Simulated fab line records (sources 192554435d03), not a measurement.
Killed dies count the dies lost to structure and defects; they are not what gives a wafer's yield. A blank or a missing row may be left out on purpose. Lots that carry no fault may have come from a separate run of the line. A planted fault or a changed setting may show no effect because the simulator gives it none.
Matching of chambers + flow n5Finfet + N5_HKMG_FIN_STRIP_93 on rieDiel-01: 4 sister chambers
The step strips SOC in N2/H2, time 20 s. 7 wafers are shown with their chamber, then 7 later ones without.

== WAFERS, EACH WITH ITS CHAMBER ==
| wafer  | chamber | showerheadPlenumPTorr (Torr) | drypumpMotorCurrentA (A) |
|--------|---------|------------------------------|--------------------------|
| L085.3 | 3       | 3.44                         | 5.8                      |
| L085.4 | 1       | 3.30                         | 4.9                      |
| L087.3 | 0       | 3.45                         | 5.4                      |
| L087.5 | 2       | 3.35                         | 5.5                      |
| L087.6 | 1       | 3.30                         | 4.8                      |
| L091.1 | 3       | 3.43                         | 5.8                      |
| L091.5 | 2       | 3.34                         | 5.5                      |

== WAFERS WHOSE CHAMBER IS MISSING ==
| wafer  | showerheadPlenumPTorr (Torr) | drypumpMotorCurrentA (A) |
|--------|------------------------------|--------------------------|
| L091.6 | 3.29                         | 4.8                      |
| L092.1 | 3.34                         | 5.5                      |
| L092.2 | 3.29                         | 4.9                      |
| L092.3 | 3.45                         | 5.3                      |
| L094.2 | 3.43                         | 5.8                      |
| L094.4 | 3.45                         | 5.4                      |
| L094.6 | 3.34                         | 5.5                      |

== WHICH CHAMBER EACH ONE RAN IN ==
| wafer  | from the rows above | in truth |
|--------|---------------------|----------|
| L091.6 | 1                   | 1        |
| L092.1 | 2                   | 2        |
| L092.2 | 1                   | 1        |
| L092.3 | 0                   | 0        |
| L094.2 | 3                   | 3        |
| L094.4 | 0                   | 0        |
| L094.6 | 2                   | 2        |
Correctly placed: 7 of 7. Not placeable from these rows: 0. Placed wrongly: 0.
How it was worked out, from the rows above alone: a wafer's distance from a chamber is the root of the sum, over the readings, of the square of ((its reading less the chamber's mean) divided by the reading's scatter). If the next closest chamber is less than 2 further off than the closest, the wafer can't be placed; otherwise it belongs to the closest. The mean given for a chamber averages the wafers shown for that chamber. The scatter: take each reading less its chamber's mean, square it, sum over the shown wafers, divide by the number of wafers less the number of chambers, and take the root.
